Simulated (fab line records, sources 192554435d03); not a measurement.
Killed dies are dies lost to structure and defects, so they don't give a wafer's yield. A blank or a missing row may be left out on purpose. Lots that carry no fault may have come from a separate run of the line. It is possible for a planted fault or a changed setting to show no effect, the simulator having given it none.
Struck lot and sound lot, side by side || flow n5 finfet || 15 out of 1938 route steps
Sound: these wafers, L543.3, L543.5, L543.6. Struck: wafer L552.6 (left out: L552.2, a lot-mate that was not struck); the cause follows at the end.
For every step that has rows: the tool of each side, followed by ch and its chambers, followed by its first start. Under that, the readings that differ: sound wafers || struck wafers || difference of the means || sigmas: that difference in standard deviations of wafers without a fault.
alike: readings with means less than 2 such deviations apart, plus words and numbers identical on both sides. not compared: withheld readings, readings lacking a value on some wafer, bounds such as >300 that could conceal the same value, and numbers that have no deviation in the record and whose values overlap.
A row with sigmas, a row that says differs or no value, or rows on one side alone: a step with any of these is where the two part. When numbers do not overlap yet have no deviation, they are printed without sigmas and do not part them. A reading missing from all wafers of one side parts the sides only when that side holds two or more wafers.

first, 8 steps without rows for these wafers: N5_BEOL_M15_COAT_60 (time 60 s, resist thk 89 nm); N5_BEOL_M15_COAT_22 (resist thk 800 nm); N5_BEOL_M15_EBR_24; N5_BEOL_M15_SOFTBAKE_23 (time 60 s); N5_BEOL_M15_EXPOSE_25 (exposes mask M15, target cd 400 nm); N5_BEOL_M15_PEB_26 (peb time 90 s); N5_BEOL_M15_DEVELOP_27 (develop time 45 s); N5_BEOL_M15_HARDBAKE_32 (time 120 s).
N5_BEOL_M15_CD_MEAS_28: the cd target is 407.6 nm.
  sound on cd sem-02 ch 0, day 13 15:32; struck on cd sem-03 ch 0, day 16 11:43
  alike: cd nm
N5_BEOL_M15_OVL_MEAS_29:
  sound on overlay-02 ch 0, day 13 15:33; struck on overlay-02 ch 0, day 16 11:44
{"reading": "M15_OVL (nm)", "sound": "4 7 9", "struck": -4, "difference": -11, "sigmas": -2}
N5_BEOL_M15_INSPECT_30: inspects for defects (macro).
  sound on defect inspect-01 at day 13 15:35; struck on defect inspect-01 at day 16 11:46
  alike: raw defect count
N5_BEOL_M15_DESCUM_33: chemistry O2, time 7.9 s.
  sound on rie diel-01 ch 0,3, day 13 15:37; struck on rie diel-01 ch 2, day 16 11:48
  alike: drypump motor current A, oes product au, rf vpp V, showerhead plenum p Torr, throttle valve pct
  not compared: rf hours counter h
N5_BEOL_M15_ETCH_61: etches BARC in N2/H2, target depth 89 nm, overetch 26.7 nm, time 67.9 s.
  sound on rie diel-01 ch 0,3, day 13 15:39; struck on rie diel-01 ch 2, day 16 11:50
{"reading": "run length s (s)", "sound": "91.5 91.7 91.3", "struck": 80.8, "difference": -10.7, "sigmas": -32}
{"reading": "model.coat_of_BEOL_M15_COAT_22.thk nm (nm)", "sound": "718.8 718.4 715.2", "struck": 731.8, "difference": "+14.3", "sigmas": ""}
  alike: drypump motor current A, oes product au, rf vpp V, showerhead plenum p Torr, throttle valve pct
  not compared: rf hours counter h
N5_BEOL_M15_TRENCH_ETCH_34: etches SiO2 in C4F8/O2/Ar, target depth 872.93 nm, time 199 s.
  sound on rie diel-01 ch 0,3, day 13 15:42; struck on rie diel-01 ch 2, day 16 11:53
{"reading": "model.coat_of_BEOL_M15_COAT_22.thk nm (nm)", "sound": "542.2 542 536.4", "struck": 561.8, "difference": "+21.6", "sigmas": ""}
  alike: O2_flow_sccm, drypump motor current A, mfc ar sccm, oes product au, rf vpp V, showerhead plenum p Torr, throttle valve pct
  not compared: rf hours counter h
N5_PASSIVATION_PROBE_49:
  the record has rows for the struck wafers here (prober-02, day 17 05:14) and none for the sound ones

## WHERE THEY PART
At N5_BEOL_M15_OVL_MEAS_29 first; at N5_PASSIVATION_PROBE_49 last (within this record only).

WHY: whatever the simulator had introduced
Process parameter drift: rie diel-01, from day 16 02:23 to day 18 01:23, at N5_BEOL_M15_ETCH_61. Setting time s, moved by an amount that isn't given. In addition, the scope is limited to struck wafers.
